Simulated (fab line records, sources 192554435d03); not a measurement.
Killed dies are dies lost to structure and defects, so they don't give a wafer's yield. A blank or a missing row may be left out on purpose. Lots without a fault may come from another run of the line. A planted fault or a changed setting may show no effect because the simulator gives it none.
Chamber matching | flow n5_finfet | N5_BEOL_M11_ALD_74 on ald_metal-02: 4 sister chambers
The step deposits TaN, target thk 2 nm, pulse time 2 s, purge time 3 s. 27 wafers are shown with their chamber, then 12 later ones without.

WAFERS WITH THEIR CHAMBER
wafer  | chamber | heater_power_w (W)
L074.1 | 0       | 343
L074.3 | 3       | 363
L074.5 | 3       | 369
L077.2 | 3       | 352
L077.4 | 1       | 386
L077.6 | 0       | 341
L078.1 | 0       | 334
L078.4 | 2       | 347
L078.6 | 3       | 362
L081.2 | 1       | 384
L081.4 | 3       | 356
L081.6 | 0       | 336
L080.1 | 1       | 379
L080.3 | 2       | 356
L080.4 | 3       | 375
L082.1 | 3       | 362
L082.4 | 2       | 353
L082.6 | 3       | 372
L084.2 | 3       | 362
L084.4 | 2       | 352
L084.5 | 3       | 368
L089.1 | 1       | 370
L089.2 | 3       | 368
L089.4 | 1       | 384
L092.2 | 1       | 377
L092.3 | 3       | 362
L092.5 | 1       | 380

SIGNATURES (means of the wafers above)
reading        | chamber 0 | chamber 1 | chamber 2 | chamber 3 | scatter within a chamber
heater_power_w | 338.50    | 380.00    | 352.00    | 364.25    | 5.67
Rule: a wafer's distance from a chamber is the root of the sum, over the readings, of the square of ((its reading less the chamber's mean) divided by the reading's scatter). The wafer belongs to the nearest chamber; if the next one is less than 2 further off, it can't be placed. The scatter: the root of (the sum of the squares of (reading less its chamber's mean) over the shown wafers, divided by (wafers less chambers)).

WAFERS WITHOUT THEIR CHAMBER
wafer  | heater_power_w (W)
L094.3 | 387
L094.4 | 363
L094.5 | 356
L093.2 | 354
L093.4 | 379
L093.6 | 333
L097.1 | 353
L097.2 | 388
L097.3 | 337
L097.4 | 361
L097.5 | 378
L097.6 | 358

WHICH CHAMBER EACH WENT THROUGH
wafer  | from the rows above     | in truth
L094.3 | 1                       | 1
L094.4 | can't be placed: 3 or 2 | 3
L094.5 | can't be placed: 2 or 3 | 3
L093.2 | can't be placed: 2 or 3 | 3
L093.4 | 1                       | 1
L093.6 | 0                       | 0
L097.1 | can't be placed: 2 or 3 | 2
L097.2 | 1                       | 1
L097.3 | 0                       | 0
L097.4 | can't be placed: 3 or 2 | 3
L097.5 | 1                       | 1
L097.6 | can't be placed: 2 or 3 | 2
Placed correctly: 6 of 12. Can't be placed from these rows: 6 (the true chamber is among the candidates in 6). Placed wrongly: 0.
